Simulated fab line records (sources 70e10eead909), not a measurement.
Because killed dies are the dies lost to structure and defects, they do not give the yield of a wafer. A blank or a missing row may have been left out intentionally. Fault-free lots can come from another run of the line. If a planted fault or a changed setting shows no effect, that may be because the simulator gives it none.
Commonality check across tools    flow nand-harc    Sampled: 12 lots, 36 wafers

## THE REASON FOR OPENING IT
At NHARC_A_M1_CD_MEAS_09 the reading cd-nm is flagged on 3 of 12 lots. Wafers without a fault read 120.4 nm, standard deviation 0.51.
Rule: a lot gets a flag if all its wafers with a number sit over 4 standard deviations from that mean, or if no wafer of it has a number. As for the other lots, they are considered sound.

lot   measured      on         cd-nm (nm), wafer by wafer  flag
L896  day 23 09:17  cd-sem-03  119.8 120.3 120.2           
L900  day 25 14:24  cd-sem-01  119.6 120.6 120.2           
L903  day 25 16:20  cd-sem-01  120.7 121.0 120.4           
L901  day 25 18:32  cd-sem-03  120.5 120.3 120.2           
L902  day 26 01:31  cd-sem-03  121.2 120.9 119.5           
L906  day 27 04:07  cd-sem-03  121.3 120.6 121.1           
L911  day 29 03:38  cd-sem-02  106.0 106.4 105.7           FLAGGED
L913  day 30 10:59  cd-sem-03  109.6 109.5 109.1           FLAGGED
L912  day 30 13:01  cd-sem-02  111.4 111.6 110.4           FLAGGED
L915  day 31 07:05  cd-sem-02  119.7 119.9 120.0           
L917  day 32 08:23  cd-sem-02  119.6 119.8 120.1           
L918  day 32 20:20  cd-sem-03  119.8 120.4 119.9           
The numbers of the flagged lots are 108.9 nm on average: -11.5 nm against the usual, or -23 standard deviations.

## TOOL THAT RAN EACH LOT
The record holds 3 process steps before the reading, out of a route of 1302 steps. In each cell: the tool, then ch and the chambers that the sampled wafers went through, then the start.
lot   flag     NHARC_A_M0_CMP_23              NHARC_A_M0_PRE_CLEAN_31          NHARC_A_M1_PEB_07
L896           cmp-04 ch 0,1,3, day 23 07:26  pecvd-02 ch 0,1,2, day 23 07:59  litho-track-04 ch 0, day 23 09:13
L900           cmp-02 ch 0,1,2, day 25 12:43  pecvd-03 ch 0,1, day 25 13:13    litho-track-04 ch 0, day 25 14:19
L903           cmp-04 ch 0,3, day 25 14:28    pecvd-01 ch 1,2, day 25 15:01    litho-track-06 ch 0, day 25 16:15
L901           cmp-03 ch 1,2,3, day 25 16:52  pecvd-03 ch 1,2, day 25 17:22    litho-track-01 ch 0, day 25 18:27
L902           cmp-02 ch 0,2, day 25 23:46    pecvd-03 ch 0,1,2, day 26 00:20  litho-track-04 ch 0, day 26 01:26
L906           cmp-03 ch 0,2, day 27 02:23    pecvd-03 ch 1,2, day 27 02:55    litho-track-06 ch 0, day 27 04:02
L911  FLAGGED  cmp-04 ch 0,1,3, day 29 01:48  pecvd-02 ch 0,2, day 29 02:20    litho-track-04 ch 0, day 29 03:34
L913  FLAGGED  cmp-03 ch 0,3, day 30 09:14    pecvd-02 ch 0,2, day 30 09:47    litho-track-04 ch 0, day 30 10:55
L912  FLAGGED  cmp-02 ch 0,1,2, day 30 11:14  pecvd-01 ch 0,1,2, day 30 11:47  litho-track-04 ch 0, day 30 12:56
L915           cmp-03 ch 0,1, day 31 05:19    pecvd-01 ch 1,2, day 31 05:53    litho-track-06 ch 0, day 31 07:00
L917           cmp-04 ch 2,3, day 32 06:31    pecvd-03 ch 0,2, day 32 07:04    litho-track-01 ch 0, day 32 08:18
L918           cmp-02 ch 0,1, day 32 18:18    pecvd-03 ch 0,1, day 32 18:52    litho-track-01 ch 0, day 32 20:15
What is done by these steps:
- NHARC_A_M0_CMP_23: polishes, t overpolish 20 s, target thk 113.75 nm.
- NHARC_A_M0_PRE_CLEAN_31: time 12 s.
- NHARC_A_M1_PEB_07: peb time 65 s.
- NHARC_A_M1_CD_MEAS_09: target cd 120 nm.

## FLAGGED OVER TOTAL, TOOL BY TOOL (the gauges that took the reading come last)
step                     tool            lots run  flagged  share of the flagged lots  sound lots run after its first flagged lot
NHARC_A_M0_CMP_23        cmp-02          4         1        some                       1 (L918)
NHARC_A_M0_CMP_23        cmp-03          4         1        some                       1 (L915)
NHARC_A_M0_CMP_23        cmp-04          4         1        some                       1 (L917)
NHARC_A_M0_PRE_CLEAN_31  pecvd-01        3         1        some                       1 (L915)
NHARC_A_M0_PRE_CLEAN_31  pecvd-02        3         2        some                       0
NHARC_A_M0_PRE_CLEAN_31  pecvd-03        6         0        none                       -
NHARC_A_M1_PEB_07        litho-track-01  3         0        none                       -
NHARC_A_M1_PEB_07        litho-track-04  6         3        all                        0
NHARC_A_M1_PEB_07        litho-track-06  3         0        none                       -
NHARC_A_M1_CD_MEAS_09    cd-sem-01       2         0        none                       -
NHARC_A_M1_CD_MEAS_09    cd-sem-02       4         2        some                       2 (L915,L917)
NHARC_A_M1_CD_MEAS_09    cd-sem-03       6         1        some                       1 (L918)

## THE TABLE: WHAT IT ALLOWS
Rows of the table that ran each flagged lot: 1, that is litho-track-04 at NHARC_A_M1_PEB_07.
- litho-track-04 at NHARC_A_M1_PEB_07: 3 of its 6 lots flagged. Its last sound lot is L902 (day 26 01:26), its first flagged lot L911 (day 29 03:34): a fault that began between those two fits. Its own readings lie more than 4 standard deviations out on every wafer of the flagged lots: heater-power-total-W, plate-temp-C.
Left over: one tool, litho-track-04 at NHARC_A_M1_PEB_07.

## WHAT WAS PUT IN BY THE SIMULATOR
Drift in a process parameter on litho-track-04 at NHARC_A_M1_PEB_07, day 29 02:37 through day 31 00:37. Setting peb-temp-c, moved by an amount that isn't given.
Struck lots among those shown: L911, L913, L912. This agrees with what the rule above found.
